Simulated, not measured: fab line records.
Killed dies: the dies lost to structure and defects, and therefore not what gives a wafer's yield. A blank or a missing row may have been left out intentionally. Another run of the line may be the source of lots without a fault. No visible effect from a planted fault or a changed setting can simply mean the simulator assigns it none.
Chamber matching	flow nand-harc	NHARC_A_WL_FILL_ALD_00 on ald-hk-04: 4 sister chambers
The step deposits Al2O3, target thk 3 nm, pulse time 3 s, ald cycles 30. 8 wafers are shown with their chamber, then 12 later ones without.

## EACH WAFER AND ITS CHAMBER
wafer	chamber	heater-power-w (W)	precursor-pulse-height-rel
L085.2	0	540	0.977
L085.5	3	505	0.973
L085.6	0	541	1.026
L086.4	2	428	1.028
L086.5	1	476	0.968
L087.1	1	478	0.984
L087.2	2	437	0.991
L087.5	3	521	0.996

## WAFERS WHOSE CHAMBER IS MISSING
wafer	heater-power-w (W)	precursor-pulse-height-rel
L089.2	511	1.021
L089.4	438	1.004
L089.6	530	1.023
L094.1	535	0.997
L094.4	463	0.977
L094.5	484	0.988
L096.1	495	1.016
L096.3	523	0.976
L096.5	441	0.968
L096.2	448	1.017
L096.4	448	0.979
L096.6	533	1.029

## WHICH CHAMBER EACH ONE RAN IN
wafer	from the rows above	in truth
L089.2	3	3
L089.4	2	2
L089.6	can't be placed: 0 or 3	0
L094.1	0	0
L094.4	1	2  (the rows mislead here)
L094.5	1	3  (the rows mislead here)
L096.1	can't be placed: 3 or 1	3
L096.3	can't be placed: 3 or 0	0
L096.5	2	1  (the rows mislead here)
L096.2	2	2
L096.4	can't be placed: 2 or 1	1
L096.6	can't be placed: 0 or 3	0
4 of 12 placed correctly. Not placeable from these rows: 5 (in 5, the candidates include the true chamber). Number placed wrongly: 3.
How it was worked out, from the rows above alone: a wafer's distance from a chamber is the root of the sum, over the readings, of the square of ((its reading less the chamber's mean) divided by the reading's scatter). The wafer belongs to the nearest chamber; if the next one is less than 2 further off, it can't be placed. Each chamber's mean is taken over the wafers shown for it. The scatter is the square root of a quotient: the sum, over the shown wafers, of each reading's squared deviation from its chamber's mean, divided by wafers minus chambers.
